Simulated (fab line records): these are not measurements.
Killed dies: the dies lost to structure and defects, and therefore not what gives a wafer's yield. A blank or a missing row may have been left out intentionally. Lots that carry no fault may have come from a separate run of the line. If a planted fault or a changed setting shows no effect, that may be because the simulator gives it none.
fab line records -- flow n5-finfet
record: lots: 7, wafers: 21
route steps=1938 shown BEOL_M11@1546 BEOL_M12@1653 BEOL_M13@1665 BEOL_M14@1742
start-h: start of the lot's first displayed wafer, in hours after the record's first day -- wait-h: time in hours since the lot's previous step -- " repeats the value in the row above -- L1.1+2: several wafers, shown together as one row -- - either no value or no given start -- * or withheld: withheld -- < > ~ a bound
route shown NAME@n: names a module that has steps shown in the file, with the first one's number in the route -- usual: mean/standard deviation taken from wafers without a fault -- same: alike in all rows -- chamber/n: place in a boat -- sites: per-site readings -- _std_site: the standard deviation of these -- _edge_site: mean of outer sites minus mean of inner sites -- radius-mm: how far each site lies from the wafer's centre -- mask NAME#n: copy n -- behind: tool/chamber where the wafer was last shaped -- hold: reason for holding the lot/hours on hold/outcome of the hold -- device: names the non-switching transistor (n, p or np) -- end of line: at the end of the route, the tests of the same wafers -- for a step that has no rows: nothing shown but its recipe -- killed: the dies lost at the first sort to structure and to defects; this is not the yield of the wafer -- map: shows each die of a wafer: x if killed, . if not, _ if none is there
set.NAME: the setting as run; set.NAME@STEP: as run at that earlier step -- model.NAME: the simulator's own value behind a step, which no gauge read
one table per step and one row per wafer, for lots whose settings were changed on purpose
== steps ==
step: N5_BEOL_M11_EXPOSE_08
recipe: mask-id: M11, na: 1.35, source-shape: dipole, sigma-inner: 0.411, sigma-outer: 0.611, polarization: te, dose-mj: 53.75
lot.wafer,tool,chamber,start-h,wait-h,mask,set.dose-mj
L081.2,arfi-scanner-03,0,300.08,-,M11#0,53.75
L081.5+6,arfi-scanner-03,0,300.08,-,M11#0,51.11
L085.1+2+6,arfi-scanner-01,0,310.75,-,M11#0,53.75
L083.2+4+5,arfi-scanner-03,0,315.15,-,M11#0,53.75
L089.3+5,arfi-scanner-01,0,339.00,-,M11#0,53.75
L089.6,arfi-scanner-01,0,339.00,-,M11#0,56.43
L086.3+5,arfi-scanner-02,0,339.16,-,M11#0,52.38
L086.6,arfi-scanner-02,0,339.16,-,M11#0,53.75
L090.2,arfi-scanner-02,0,352.98,-,M11#0,51.13
L090.4+6,arfi-scanner-02,0,352.98,-,M11#0,53.75
L096.2+3+5,arfi-scanner-03,0,386.89,-,M11#0,53.75
step: N5_BEOL_M11_PEB_09
recipe: peb-temp-c: withheld, peb-time-s: 60, resist: CAR-ArF
step: N5_BEOL_M11_DEVELOP_10
recipe: develop-time-s: 30, developer: TMAH, resist: CAR-ArF, rinse-liquid: diw, dry: air-spin, dev-temp-c: 23
step: N5_BEOL_M11_CD_MEAS_11
recipe: target-cd-nm: 64.1, landing-energy-ev: 500, detector: se-inlens, polarity: opening
usual: cd-nm: 63.9/0.61
lot.wafer,tool,chamber,start-h,wait-h,set.dose-mj@BEOL_M11_EXPOSE_08,cd-nm
L081.2,cd-sem-02,0,300.20,-,53.75,63.7
L081.5,cd-sem-02,0,300.20,-,51.11,61.0
L081.6,cd-sem-02,0,300.20,-,51.11,60.3
L085.1,cd-sem-01,0,310.88,-,53.75,64.3
L085.2,cd-sem-01,0,310.88,-,53.75,63.4
L085.6,cd-sem-01,0,310.88,-,53.75,65.1
L083.2,cd-sem-02,0,315.28,-,53.75,64.3
L083.4,cd-sem-02,0,315.28,-,53.75,63.1
L083.5,cd-sem-02,0,315.28,-,53.75,63.1
L089.3,cd-sem-02,0,339.11,-,53.75,63.7
L089.5,cd-sem-02,0,339.11,-,53.75,63.8
L089.6,cd-sem-02,0,339.11,-,56.43,67.1
L086.3,cd-sem-03,0,339.28,-,52.38,62.7
L086.5,cd-sem-03,0,339.28,-,52.38,63.1
L086.6,cd-sem-03,0,339.28,-,53.75,63.9
L090.2,cd-sem-02,0,353.10,-,51.13,61.5
L090.4,cd-sem-02,0,353.10,-,53.75,64.9
L090.6,cd-sem-02,0,353.10,-,53.75,65.5
L096.2,cd-sem-02,0,387.01,-,53.75,63.4
L096.3,cd-sem-02,0,387.01,-,53.75,63.0
L096.5,cd-sem-02,0,387.01,-,53.75,63.8
step: N5_BEOL_M11_DESCUM_16
recipe: chemistry: O2, time-s: 7.9, source-power-w: 50, bias-power-w: 20, pressure-mtorr: 20, rf-frequency-hz: 2.712e+07, temp-c: 40, resist: CAR-ArF, o2-flow-sccm: 225
step: N5_BEOL_M11_ETCH_61
recipe: chemistry: CF4, target: SiARC, target-depth-a: 390, mask-material: CAR-ArF, time-s: 65, ion-energy-ev: 80, pressure-mtorr: 40, source-w: 545, bias-w: 36, Ar_flow_sccm: 100, cf4-flow-sccm: 100, ends: cleared
lot.wafer,tool,chamber,start-h,wait-h,set.dose-mj@BEOL_M11_EXPOSE_08,model.BEOL_M11.cd-offset-nm
L081.2,rie-diel-04,2,300.32,0.0,53.75,-0.6
L081.5,rie-diel-04,0,300.32,0.0,51.11,-3
L081.6,rie-diel-04,2,300.32,0.0,51.11,-3.6
L085.1,rie-diel-06,3,311.00,0.0,53.75,-0.6
L085.2,rie-diel-06,2,311.00,0.0,53.75,-1
L085.6,rie-diel-06,0,311.00,0.0,53.75,0.6
L083.2,rie-diel-02,2,316.25,0.0,53.75,-0.2
L083.4,rie-diel-02,0,316.25,0.0,53.75,-0.8
L083.5,rie-diel-02,0,316.25,0.0,53.75,-1
L089.3+5,rie-diel-04,"2,0",339.94,0.0,53.75,-0.2
L089.6,rie-diel-04,1,339.94,0.0,56.43,3
L086.3,rie-diel-02,3,340.28,0.0,52.38,-1.2
L086.5,rie-diel-02,1,340.28,0.0,52.38,-1
L086.6,rie-diel-02,0,340.28,0.0,53.75,0
L090.2,rie-diel-02,2,353.29,0.0,51.13,-2.6
L090.4,rie-diel-02,1,353.29,0.0,53.75,0.4
L090.6,rie-diel-02,3,353.29,0.0,53.75,1.4
L096.2,rie-diel-06,3,387.13,0.0,53.75,-1
L096.3,rie-diel-06,2,387.13,0.0,53.75,-1.4
L096.5,rie-diel-06,2,387.13,0.0,53.75,-0.6
step: N5_BEOL_M11_ETCH_62
recipe: chemistry: N2/H2, target: SOC, target-depth-a: 1100, overetch-a: 220, mask-material: SiARC, temp-c: 40, time-s: 165, ion-energy-ev: 200, pressure-mtorr: 30, source-w: 840, bias-w: 150, n2-flow-sccm: 200, h2-flow-sccm: 200
lot.wafer,tool,chamber,start-h,wait-h,set.dose-mj@BEOL_M11_EXPOSE_08,model.BEOL_M11.cd-offset-nm
L081.2,rie-diel-04,2,300.37,0.0,53.75,-1
L081.5,rie-diel-04,0,300.37,0.0,51.11,-2.8
L081.6,rie-diel-04,2,300.37,0.0,51.11,-4.2
L085.1,rie-diel-06,3,311.05,0.0,53.75,-0.4
L085.2,rie-diel-06,2,311.05,0.0,53.75,-1
L085.6,rie-diel-06,0,311.05,0.0,53.75,0.8
L083.2,rie-diel-02,2,316.30,0.0,53.75,0
L083.4+5,rie-diel-02,0,316.30,0.0,53.75,-1.2
L089.3,rie-diel-04,2,339.99,0.0,53.75,-0.4
L089.5,rie-diel-04,0,339.99,0.0,53.75,0.2
L089.6,rie-diel-04,1,339.99,0.0,56.43,2.8
L086.3,rie-diel-02,3,340.33,0.0,52.38,-1
L086.5,rie-diel-02,1,340.33,0.0,52.38,-1.6
L086.6,rie-diel-02,0,340.33,0.0,53.75,-0.6
L090.2,rie-diel-02,2,353.34,0.0,51.13,-2.4
L090.4,rie-diel-02,1,353.34,0.0,53.75,0.2
L090.6,rie-diel-02,3,353.34,0.0,53.75,1.4
L096.2,rie-diel-06,3,387.18,0.0,53.75,-1
L096.3,rie-diel-06,2,387.18,0.0,53.75,-1.8
L096.5,rie-diel-06,2,387.18,0.0,53.75,-0.6
step: N5_BEOL_M11_STRIP_68
recipe: chemistry: N2/H2, temp-c: 40, n2-flow-sccm: 200, h2-flow-sccm: 200, rf-frequency-hz: 6e+07
step: N5_BEOL_M11_STRIP_67
recipe: chemistry: CF4, resist: SiARC, power-w: 300, bias-power-w: 75, pressure-mtorr: 50, cf4-flow-sccm: 150, rf-frequency-hz: 6e+07
step: N5_BEOL_M11_HM_OPEN_17
recipe: chemistry: Cl2/BCl3, target-depth-a: 200, overetch-a: 60, target: TiN, mask-material: SOC, ion-energy-ev: 150, pressure-mtorr: 10, icp-w: 1000, bias-w: 126, Cl2_flow_sccm: 53.25, bcl3-flow-sccm: 21.75, Ar_flow_sccm: 25
lot.wafer,tool,chamber,start-h,wait-h,set.dose-mj@BEOL_M11_EXPOSE_08,model.BEOL_M11.cd-offset-nm
L081.2,rie-metal-01,0,300.56,0.0,53.75,-1
L081.5,rie-metal-01,0,300.56,0.0,51.11,-2.8
L081.6,rie-metal-01,1,300.56,0.0,51.11,-4.4
L085.1,rie-metal-01,0,311.24,0.0,53.75,-0.4
L085.2,rie-metal-01,1,311.24,0.0,53.75,-1.2
L085.6,rie-metal-01,0,311.24,0.0,53.75,0.8
L083.2,rie-metal-03,0,316.49,0.0,53.75,0
L083.4,rie-metal-03,1,316.49,0.0,53.75,-1.2
L083.5,rie-metal-03,1,316.49,0.0,53.75,-1.4
L089.3,rie-metal-03,0,340.21,0.1,53.75,-0.4
L089.5,rie-metal-03,1,340.21,0.1,53.75,0
L089.6,rie-metal-03,0,340.21,0.1,56.43,2.8
L086.3,rie-metal-02,0,340.55,0.1,52.38,-1
L086.5,rie-metal-02,0,340.55,0.1,52.38,-1.6
L086.6,rie-metal-02,1,340.55,0.1,53.75,-0.4
L090.2,rie-metal-02,1,353.52,0.0,51.13,-2.6
L090.4,rie-metal-02,1,353.52,0.0,53.75,0.2
L090.6,rie-metal-02,0,353.52,0.0,53.75,1.4
L096.2,rie-metal-03,1,387.37,0.0,53.75,-1.2
L096.3,rie-metal-03,0,387.37,0.0,53.75,-1.6
L096.5,rie-metal-03,1,387.37,0.0,53.75,-0.8
step: N5_BEOL_M11_STRIP_19
recipe: chemistry: O2, power-w: 400, temp-c: 40, pressure-mtorr: 30, rf-frequency-hz: 6e+07, bias-power-w: 0, overash-fraction: 0.2, o2-flow-sccm: 225
step: N5_BEOL_M11_CD_MEAS_18
recipe: pitch-nm: 140, target-cd-nm: 70
usual: cd-nm: 69.6/0.7
lot.wafer,tool,chamber,start-h,wait-h,set.dose-mj@BEOL_M11_EXPOSE_08,cd-nm
L081.2,cd-sem-01,-,300.74,0.1,53.75,69.1
L081.5,cd-sem-01,-,300.74,0.1,51.11,67.2
L081.6,cd-sem-01,-,300.74,0.1,51.11,66.0
L085.1,cd-sem-03,-,311.42,0.0,53.75,69.1
L085.2,cd-sem-03,-,311.42,0.0,53.75,69.2
L085.6,cd-sem-03,-,311.42,0.0,53.75,70.7
L083.2,cd-sem-02,-,316.70,0.1,53.75,70.0
L083.4,cd-sem-02,-,316.70,0.1,53.75,69.0
L083.5,cd-sem-02,-,316.70,0.1,53.75,68.4
L089.3,cd-sem-01,-,340.46,0.1,53.75,69.6
L089.5,cd-sem-01,-,340.46,0.1,53.75,70.2
L089.6,cd-sem-01,-,340.46,0.1,56.43,72.7
L086.3,cd-sem-02,-,340.70,0.1,52.38,69.1
L086.5,cd-sem-02,-,340.70,0.1,52.38,68.4
L086.6,cd-sem-02,-,340.70,0.1,53.75,69.5
L090.2,cd-sem-01,-,353.71,0.1,51.13,67.3
L090.4,cd-sem-01,-,353.71,0.1,53.75,70.3
L090.6,cd-sem-01,-,353.71,0.1,53.75,71.3
L096.2,cd-sem-03,-,387.55,0.1,53.75,68.7
L096.3,cd-sem-03,-,387.55,0.1,53.75,68.2
L096.5,cd-sem-03,-,387.55,0.1,53.75,69.1
step: N5_BEOL_M12_CMP_49
recipe: stop-on: SiOC, t-overpolish-s: 20.6, down-force-psi: 1, platen-rpm: 50, clearing-platen-down-force-psi: 1.5, clearing-platen-rpm: 50, post-cmp-clean: cu-alkaline, target-thk-nm: 320, clearing-platen-pad-velocity-m-s: 0.99484, pad-velocity-m-s: 0.99484
usual: barrier-field-endpoint-s: 30.3/0.88
lot.wafer,tool,chamber,start-h,wait-h,set.down-force-psi,barrier-field-endpoint-s
L081.2,cmp-01,0,310.68,0.3,1,28.4
L081.5,cmp-01,2,310.68,0.3,1,28.5
L081.6,cmp-01,3,310.68,0.3,1.113,25.8
L085.2,cmp-04,2,325.38,0.2,1,30.9
L085.1,cmp-04,0,325.38,0.2,1,31.0
L085.6,cmp-04,3,325.38,0.2,1,29.8
L083.4,cmp-04,3,331.05,0.2,1,29.7
L083.2,cmp-04,1,331.05,0.2,1.115,25.6
L083.5,cmp-04,3,331.05,0.2,1.115,26.8
L089.3,cmp-03,2,349.78,0.2,1,29.5
L089.5,cmp-03,1,349.78,0.2,1.084,27.4
L089.6,cmp-03,2,349.78,0.2,1,29.5
L086.3,cmp-03,1,351.15,0.3,1,29.3
L086.6,cmp-03,2,351.15,0.3,1,29.9
L086.5,cmp-03,3,351.15,0.3,1,31.3
L090.4,cmp-04,1,370.12,0.1,1,30.0
L090.2,cmp-04,0,370.12,0.1,1.216,24.5
L090.6,cmp-04,1,370.12,0.1,1,29.6
L096.3,cmp-03,0,397.97,0.2,1,30.3
L096.2,cmp-03,1,397.97,0.2,1,30.4
L096.5,cmp-03,3,397.97,0.2,1,32.3
step: N5_BEOL_M13_EXPOSE_07
recipe: mask-id: V12, na: 0.93, source-shape: conventional, sigma-outer: 0.6, polarization: unpolarized, attpsm-phase-deg: 180, dose-mj: 24.8
lot.wafer,tool,chamber,start-h,wait-h,mask,set.dose-mj
L081.2+5+6,krf-scanner-01,0,311.37,-,V12#0,25.67
L085.1,krf-scanner-02,0,326.15,-,V12#0,26.37
L085.2+6,krf-scanner-02,0,326.15,-,V12#0,24.8
L083.2+5,krf-scanner-02,0,331.91,-,V12#0,24.8
L083.4,krf-scanner-02,0,331.91,-,V12#0,23.47
L089.3+5,krf-scanner-01,0,350.64,-,V12#0,23.21
L089.6,krf-scanner-01,0,350.64,-,V12#0,24.8
L086.3+5,krf-scanner-02,0,351.94,-,V12#0,26.46
L086.6,krf-scanner-02,0,351.94,-,V12#0,24.8
L090.2+4+6,krf-scanner-02,0,370.89,-,V12#0,24.8
L096.2+3+5,krf-scanner-02,0,398.85,-,V12#0,24.8
step: N5_BEOL_M13_PEB_08
recipe: peb-temp-c: 130, peb-time-s: 90
step: N5_BEOL_M13_DEVELOP_09
recipe: develop-time-s: 45, rinse-liquid: diw, dry: air-spin, dev-temp-c: 21
step: N5_BEOL_M13_HARDBAKE_14
recipe: temp-c: 130, time-s: 120
step: N5_BEOL_M13_CD_MEAS_10
recipe: target-cd-nm: 190, landing-energy-ev: 500, detector: se-inlens, polarity: opening
usual: cd-nm: 190.0/1.6
lot.wafer,tool,chamber,start-h,wait-h,set.dose-mj@BEOL_M13_EXPOSE_07,cd-nm
L081.2,cd-sem-02,0,311.54,-,25.67,192.5
L081.5,cd-sem-02,0,311.54,-,25.67,193.6
L081.6,cd-sem-02,0,311.54,-,25.67,193.8
L085.1,cd-sem-03,0,326.32,-,26.37,195.3
L085.2,cd-sem-03,0,326.32,-,24.8,187.0
L085.6,cd-sem-03,0,326.32,-,24.8,187.2
L083.2,cd-sem-01,0,332.08,-,24.8,190.1
L083.4,cd-sem-01,0,332.08,-,23.47,184.3
L083.5,cd-sem-01,0,332.08,-,24.8,188.0
L089.3,cd-sem-03,0,350.80,-,23.21,184.5
L089.5,cd-sem-03,0,350.80,-,23.21,184.6
L089.6,cd-sem-03,0,350.80,-,24.8,191.2
L086.3,cd-sem-03,0,352.10,-,26.46,195.7
L086.5,cd-sem-03,0,352.10,-,26.46,194.5
L086.6,cd-sem-03,0,352.10,-,24.8,189.6
L090.2,cd-sem-02,0,371.06,-,24.8,188.8
L090.4,cd-sem-02,0,371.06,-,24.8,188.4
L090.6,cd-sem-02,0,371.06,-,24.8,188.2
L096.2,cd-sem-02,0,399.02,-,24.8,189.5
L096.3,cd-sem-02,0,399.02,-,24.8,188.7
L096.5,cd-sem-02,0,399.02,-,24.8,189.2
step: N5_BEOL_M13_STRIP_71
recipe: chemistry: post-etch-residue-remover, time-s: 60, temp-c: 25, remover-ph: withheld, remover-water-wt-pct: withheld, remover-fluoride-wt-pct: withheld
step: N5_BEOL_M13_SRD_72
recipe: time-s: 30, temp-c: 23, rinse-liquid: diw, dry: n2-spin, spin-rpm: 1500, dry-time-s: 30
step: N5_BEOL_M13_CD_MEAS_17
recipe: target-cd-nm: 190, polarity: opening
usual: cd-nm: 190.5/1.9
lot.wafer,tool,chamber,start-h,wait-h,set.dose-mj@BEOL_M13_EXPOSE_07,cd-nm
L081.2,cd-sem-01,-,312.16,0.0,25.67,193.6
L081.5,cd-sem-01,-,312.16,0.0,25.67,193.1
L081.6,cd-sem-01,-,312.16,0.0,25.67,193.7
L085.1,cd-sem-02,-,327.62,0.0,26.37,195.3
L085.2,cd-sem-02,-,327.62,0.0,24.8,186.8
L085.6,cd-sem-02,-,327.62,0.0,24.8,188.0
L083.2,cd-sem-03,-,332.71,0.0,24.8,189.1
L083.4,cd-sem-03,-,332.71,0.0,23.47,184.9
L083.5,cd-sem-03,-,332.71,0.0,24.8,189.7
L089.3,cd-sem-02,-,351.42,0.0,23.21,186.2
L089.5,cd-sem-02,-,351.42,0.0,23.21,186.0
L089.6,cd-sem-02,-,351.42,0.0,24.8,192.8
L086.3,cd-sem-03,-,353.10,0.0,26.46,196.8
L086.5,cd-sem-03,-,353.10,0.0,26.46,194.1
L086.6,cd-sem-03,-,353.10,0.0,24.8,189.5
L090.2,cd-sem-01,-,372.32,0.0,24.8,188.9
L090.4,cd-sem-01,-,372.32,0.0,24.8,188.0
L090.6,cd-sem-01,-,372.32,0.0,24.8,188.5
L096.2,cd-sem-02,-,399.64,0.0,24.8,189.6
L096.3,cd-sem-02,-,399.64,0.0,24.8,188.8
L096.5,cd-sem-02,-,399.64,0.0,24.8,189.2
step: N5_BEOL_M14_EXPOSE_25
recipe: mask-id: M14, na: 0.8, source-shape: annular, sigma-inner: 0.5, sigma-outer: 0.8, polarization: unpolarized, target-cd-nm: 280, dose-mj: 26.6
lot.wafer,tool,chamber,start-h,wait-h,mask,set.dose-mj
L081.2+6,krf-scanner-02,0,317.49,-,M14#0,24.95
L081.5,krf-scanner-02,0,317.49,-,M14#0,26.6
L085.1,krf-scanner-02,0,334.48,-,M14#0,28.06
L085.2+6,krf-scanner-02,0,334.48,-,M14#0,26.6
L083.2+4+5,krf-scanner-01,0,339.01,-,M14#0,26.6
L089.3+5,krf-scanner-02,0,362.45,-,M14#0,26.6
L089.6,krf-scanner-02,0,362.45,-,M14#0,27.61
L086.3,krf-scanner-01,0,362.93,-,M14#0,25.32
L086.5+6,krf-scanner-01,0,362.93,-,M14#0,26.6
L090.2+4+6,krf-scanner-01,0,382.63,-,M14#0,26.6
L096.2+3+5,krf-scanner-01,0,409.50,-,M14#0,26.6
step: N5_BEOL_M14_PEB_26
recipe: peb-temp-c: 130, peb-time-s: 90
step: N5_BEOL_M14_DEVELOP_27
recipe: develop-time-s: 45, rinse-liquid: diw, dry: air-spin, dev-temp-c: 21
step: N5_BEOL_M14_HARDBAKE_32
recipe: temp-c: 130, time-s: 120
step: N5_BEOL_M14_CD_MEAS_28
recipe: target-cd-nm: 284.4, landing-energy-ev: 500, detector: se-inlens
usual: cd-nm: 284.4/1.5
lot.wafer,tool,chamber,start-h,wait-h,set.dose-mj@BEOL_M14_EXPOSE_25,cd-nm
L081.2,cd-sem-02,0,317.66,-,24.95,270.5
L081.5,cd-sem-02,0,317.66,-,26.6,281.6
L081.6,cd-sem-02,0,317.66,-,24.95,272.3
L085.1,cd-sem-02,0,334.65,-,28.06,291.8
L085.2,cd-sem-02,0,334.65,-,26.6,284.2
L085.6,cd-sem-02,0,334.65,-,26.6,282.8
L083.2,cd-sem-01,0,339.17,-,26.6,280.0
L083.4,cd-sem-01,0,339.17,-,26.6,280.8
L083.5,cd-sem-01,0,339.17,-,26.6,281.2
L089.3,cd-sem-02,0,362.62,-,26.6,285.2
L089.5,cd-sem-02,0,362.62,-,26.6,284.2
L089.6,cd-sem-02,0,362.62,-,27.61,290.6
L086.3,cd-sem-02,0,363.09,-,25.32,276.5
L086.5,cd-sem-02,0,363.09,-,26.6,283.8
L086.6,cd-sem-02,0,363.09,-,26.6,285.0
L090.2,cd-sem-02,0,382.79,-,26.6,283.5
L090.4,cd-sem-02,0,382.79,-,26.6,285.6
L090.6,cd-sem-02,0,382.79,-,26.6,284.6
L096.2,cd-sem-02,0,409.67,-,26.6,284.1
L096.3,cd-sem-02,0,409.67,-,26.6,283.6
L096.5,cd-sem-02,0,409.67,-,26.6,285.9
step: N5_BEOL_M14_DESCUM_33
recipe: chemistry: O2, time-s: 7.9, source-power-w: 50, bias-power-w: 20, pressure-mtorr: 20, rf-frequency-hz: 2.712e+07, temp-c: 40, o2-flow-sccm: 225
lot.wafer,tool,chamber,start-h,wait-h,set.dose-mj@BEOL_M14_EXPOSE_25,model.BEOL_M14.cd-nm
L081.2,rie-diel-01,3,317.75,0.0,24.95,270.6
L081.5,rie-diel-01,3,317.75,0.0,26.6,281.4
L081.6,rie-diel-01,2,317.75,0.0,24.95,272.2
L085.1,rie-diel-03,2,334.74,0.0,28.06,292.4
L085.2,rie-diel-03,1,334.74,0.0,26.6,284.2
L085.6,rie-diel-03,1,334.74,0.0,26.6,283
L083.2,rie-diel-01,3,339.29,0.1,26.6,279.8
L083.4,rie-diel-01,3,339.29,0.1,26.6,281
L083.5,rie-diel-01,1,339.29,0.1,26.6,281.4
L089.3,rie-diel-03,2,362.70,0.0,26.6,285.4
L089.5,rie-diel-03,2,362.70,0.0,26.6,284.2
L089.6,rie-diel-03,0,362.70,0.0,27.61,290.4
L086.3,rie-diel-05,2,363.41,0.3,25.32,276.6
L086.5,rie-diel-05,1,363.41,0.3,26.6,284
L086.6,rie-diel-05,0,363.41,0.3,26.6,285.4
L090.2,rie-diel-01,2,383.16,0.3,26.6,283
L090.4,rie-diel-01,1,383.16,0.3,26.6,285.6
L090.6,rie-diel-01,3,383.16,0.3,26.6,284.4
L096.2,rie-diel-01,2,409.76,0.0,26.6,284
L096.3,rie-diel-01,3,409.76,0.0,26.6,283.2
L096.5,rie-diel-01,3,409.76,0.0,26.6,285.6
step: N5_BEOL_M14_ETCH_67
recipe: chemistry: CF4, target: SiARC, target-depth-a: 1430, time-s: 238.3, ion-energy-ev: 80, pressure-mtorr: 40, source-w: 545, bias-w: 36, Ar_flow_sccm: 100, cf4-flow-sccm: 100, ends: cleared
lot.wafer,tool,chamber,start-h,wait-h,set.dose-mj@BEOL_M14_EXPOSE_25,model.BEOL_M14.cd-nm
L081.2,rie-diel-01,3,317.78,0.0,24.95,265.4
L081.5,rie-diel-01,3,317.78,0.0,26.6,276
L081.6,rie-diel-01,2,317.78,0.0,24.95,268
L085.1,rie-diel-03,2,334.78,0.0,28.06,287.8
L085.2,rie-diel-03,1,334.78,0.0,26.6,280
L085.6,rie-diel-03,1,334.78,0.0,26.6,278.8
L083.2,rie-diel-01,3,339.33,0.0,26.6,275
L083.4,rie-diel-01,3,339.33,0.0,26.6,276.2
L083.5,rie-diel-01,1,339.33,0.0,26.6,277.2
L089.3,rie-diel-03,2,362.74,0.0,26.6,281.2
L089.5,rie-diel-03,2,362.74,0.0,26.6,280
L089.6,rie-diel-03,0,362.74,0.0,27.61,285.6
L086.3,rie-diel-05,2,363.44,0.0,25.32,272.2
L086.5,rie-diel-05,1,363.44,0.0,26.6,279.8
L086.6,rie-diel-05,0,363.44,0.0,26.6,280.4
L090.2,rie-diel-01,2,383.19,0.0,26.6,278.2
L090.4,rie-diel-01,1,383.19,0.0,26.6,281.4
L090.6,rie-diel-01,3,383.19,0.0,26.6,278.8
L096.2,rie-diel-01,2,409.79,0.0,26.6,279.6
L096.3,rie-diel-01,3,409.79,0.0,26.6,277.4
L096.5,rie-diel-01,3,409.79,0.0,26.6,280.4
step: N5_BEOL_M14_ETCH_68
recipe: chemistry: N2/H2, target: SOC, mask-material: SiARC, source-w: 3000, bias-w: 350, temp-c: 40, time-s: 450, ion-energy-ev: 200, pressure-mtorr: 30, n2-flow-sccm: 200, h2-flow-sccm: 200
lot.wafer,tool,chamber,start-h,wait-h,set.dose-mj@BEOL_M14_EXPOSE_25,model.BEOL_M14.cd-nm
L081.2,rie-diel-01,3,317.93,0.1,24.95,265.6
L081.5,rie-diel-01,3,317.93,0.1,26.6,275.8
L081.6,rie-diel-01,2,317.93,0.1,24.95,266
L085.1,rie-diel-03,2,334.93,0.1,28.06,289.8
L085.2,rie-diel-03,1,334.93,0.1,26.6,279.6
L085.6,rie-diel-03,1,334.93,0.1,26.6,278
L083.2,rie-diel-01,3,339.48,0.1,26.6,274.6
L083.4,rie-diel-01,3,339.48,0.1,26.6,275.6
L083.5,rie-diel-01,1,339.48,0.1,26.6,278.4
L089.3,rie-diel-03,2,362.88,0.1,26.6,282
L089.5,rie-diel-03,2,362.88,0.1,26.6,281.2
L089.6,rie-diel-03,0,362.88,0.1,27.61,287.4
L086.3,rie-diel-05,2,363.59,0.1,25.32,274
L086.5,rie-diel-05,1,363.59,0.1,26.6,280.4
L086.6,rie-diel-05,0,363.59,0.1,26.6,281.6
L090.2,rie-diel-01,2,383.34,0.1,26.6,277.6
L090.4,rie-diel-01,1,383.34,0.1,26.6,281.8
L090.6,rie-diel-01,3,383.34,0.1,26.6,278.8
L096.2,rie-diel-01,2,409.94,0.1,26.6,278.4
L096.3,rie-diel-01,3,409.94,0.1,26.6,278.2
L096.5,rie-diel-01,3,409.94,0.1,26.6,280.2
== key ==
split: step: N5_BEOL_M11_EXPOSE_08, setting: dose-mj, stated: 53.75, by: wafer
response: step: N5_BEOL_M11_CD_MEAS_11, reading: cd-nm, change: +0.656, per: 1%, r: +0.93
response: step: N5_BEOL_M11_ETCH_61, reading: model.BEOL_M11.cd-offset-nm, change: +0.619, per: 1%, r: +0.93
response: step: N5_BEOL_M11_ETCH_62, reading: model.BEOL_M11.cd-offset-nm, change: +0.557, per: 1%, r: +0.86
response: step: N5_BEOL_M11_HM_OPEN_17, reading: model.BEOL_M11.cd-offset-nm, change: +0.588, per: 1%, r: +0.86
response: step: N5_BEOL_M11_CD_MEAS_18, reading: cd-nm, change: +0.563, per: 1%, r: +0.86
split: step: N5_BEOL_M12_CMP_49, setting: down-force-psi, stated: 1, by: wafer
response: step: N5_BEOL_M12_CMP_49, reading: barrier-field-endpoint-s, change: -0.252, per: 1%, r: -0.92
split: step: N5_BEOL_M13_EXPOSE_07, setting: dose-mj, stated: 24.8, by: wafer
response: step: N5_BEOL_M13_CD_MEAS_10, reading: cd-nm, change: +1.02, per: 1%, r: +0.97
response: step: N5_BEOL_M13_CD_MEAS_17, reading: cd-nm, change: +1.02, per: 1%, r: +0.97
split: step: N5_BEOL_M14_EXPOSE_25, setting: dose-mj, stated: 26.6, by: wafer
response: step: N5_BEOL_M14_CD_MEAS_28, reading: cd-nm, change: +1.59, per: 1%, r: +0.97
response: step: N5_BEOL_M14_DESCUM_33, reading: model.BEOL_M14.cd-nm, change: +1.61, per: 1%, r: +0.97
response: step: N5_BEOL_M14_ETCH_67, reading: model.BEOL_M14.cd-nm, change: +1.51, per: 1%, r: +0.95
response: step: N5_BEOL_M14_ETCH_68, reading: model.BEOL_M14.cd-nm, change: +1.68, per: 1%, r: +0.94
